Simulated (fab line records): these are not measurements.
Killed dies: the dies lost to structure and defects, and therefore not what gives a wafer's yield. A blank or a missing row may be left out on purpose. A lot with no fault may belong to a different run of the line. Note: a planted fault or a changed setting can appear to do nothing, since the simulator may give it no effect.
Chamber matching ; flow n5 finfet ; N5_BEOL_M13_DEP_53 on pecvd-02: 3 sister chambers
The step deposits SiCN from 3MS/NH3, target thk 50 nm, time 17.8 s. 6 wafers are shown with their chamber, then 11 later ones without.

== EACH WAFER AND ITS CHAMBER ==
wafer;chamber;throttle valve pct (%);rf fwd power W (W)
L079.5;2;16.6;668
L082.1;2;16.4;668
L085.1;1;18.4;671
L085.2;0;17.9;667
L085.6;0;17.8;667
L087.3;1;18.6;669

== WAFERS WHOSE CHAMBER IS MISSING ==
wafer;throttle valve pct (%);rf fwd power W (W)
L087.4;16.8;670
L087.5;18.1;669
L084.2;16.5;667
L084.4;18.0;670
L084.6;18.5;673
L091.1;16.5;666
L091.2;18.5;665
L091.3;18.0;670
L097.2;18.0;668
L097.4;16.7;665
L097.5;18.0;669

== WHICH CHAMBER EACH ONE RAN IN ==
wafer;from the rows above;in truth
L087.4;2;2
L087.5;can't be placed: 0 or 1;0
L084.2;2;2
L084.4;can't be placed: 0 or 1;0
L084.6;1;1
L091.1;2;2
L091.2;can't be placed: 0 or 1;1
L091.3;can't be placed: 0 or 1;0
L097.2;0;0
L097.4;2;2
L097.5;can't be placed: 0 or 1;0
Correctly placed: 6 of 11. Can't be placed from these rows: 5 (the true chamber is among the candidates in 5). 0 placed wrongly.
How it was worked out, from the rows above alone: a wafer's distance from a chamber is the root of the sum, over the readings, of the square of ((its reading less the chamber's mean) divided by the reading's scatter). The wafer belongs to the nearest chamber; if the next one is less than 2 further off, it can't be placed. A chamber's mean is the mean of its shown wafers. How the scatter is found: for the shown wafers, subtract from each reading the mean of its chamber, square and add these, divide the total by (wafers less chambers), then take the root.
